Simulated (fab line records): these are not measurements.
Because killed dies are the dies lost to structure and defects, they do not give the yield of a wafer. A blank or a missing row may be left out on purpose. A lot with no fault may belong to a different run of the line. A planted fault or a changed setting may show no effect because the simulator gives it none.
Chamber matching | flow n5 finfet | N5_BEOL_M3_ILD_DEP_00 on pecvd-02: 3 sister chambers
The step deposits SiOC from DEMS/O2, target thk 79 nm, time 15.3 s. 14 wafers are shown with their chamber, then 7 later ones without.

WAFERS WITH THEIR CHAMBER
wafer  | chamber | throttle valve pct (%) | heater power w (W) | showerhead plenum p Torr (Torr)
L081.2 | 1       | 12.4                   | 476                | 5.690
L081.3 | 0       | 11.2                   | 488                | 5.693
L081.4 | 0       | 11.1                   | 491                | 5.700
L082.1 | 2       | 12.0                   | 440                | 5.698
L082.4 | 2       | 11.9                   | 454                | 5.692
L082.5 | 1       | 12.3                   | 480                | 5.700
L085.3 | 0       | 11.1                   | 555                | 5.709
L085.4 | 0       | 11.0                   | 560                | 5.685
L085.5 | 0       | 11.1                   | 554                | 5.696
L088.3 | 1       | 12.2                   | 503                | 5.688
L088.4 | 0       | 11.3                   | 572                | 5.679
L088.5 | 0       | 11.4                   | 573                | 5.685
L093.3 | 0       | 11.4                   | 508                | 5.697
L093.4 | 2       | 11.5                   | 488                | 5.685

SIGNATURES (means of the wafers above)
reading                  | chamber 0 | chamber 1 | chamber 2 | scatter within a chamber
throttle valve pct       | 11.200    | 12.300    | 11.800    | 0.171
heater power w           | 537.62    | 486.33    | 460.67    | 31.1
showerhead plenum p Torr | 5.69300   | 5.69267   | 5.69167   | 0.00864
Rule: distance of a wafer from a chamber = root of the sum over the readings of ((wafer's reading minus chamber's mean) / reading's scatter) squared. The wafer belongs to the nearest chamber; if the next one is less than 2 further off, it can't be placed. How the scatter is found: for the shown wafers, subtract from each reading the mean of its chamber, square and add these, divide the total by (wafers less chambers), then take the root.

WAFERS WHOSE CHAMBER IS MISSING
wafer  | throttle valve pct (%) | heater power w (W) | showerhead plenum p Torr (Torr)
L093.6 | 11.8                   | 522                | 5.686
L094.1 | 11.6                   | 451                | 5.696
L094.4 | 12.5                   | 462                | 5.692
L094.5 | 11.2                   | 522                | 5.689
L095.1 | 11.3                   | 530                | 5.689
L095.4 | 11.4                   | 510                | 5.693
L095.6 | 11.3                   | 549                | 5.688

WHICH CHAMBER EACH WENT THROUGH
wafer  | from the rows above          | in truth
L093.6 | can't be placed: 2 or 1 or 0 | 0
L094.1 | 2                            | 2
L094.4 | 1                            | 1
L094.5 | 0                            | 0
L095.1 | 0                            | 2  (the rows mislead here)
L095.4 | can't be placed: 0 or 2      | 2
L095.6 | 0                            | 0
4 of 7 placed correctly. Can't be placed from these rows: 2 (the true chamber is among the candidates in 2). Number placed wrongly: 1.
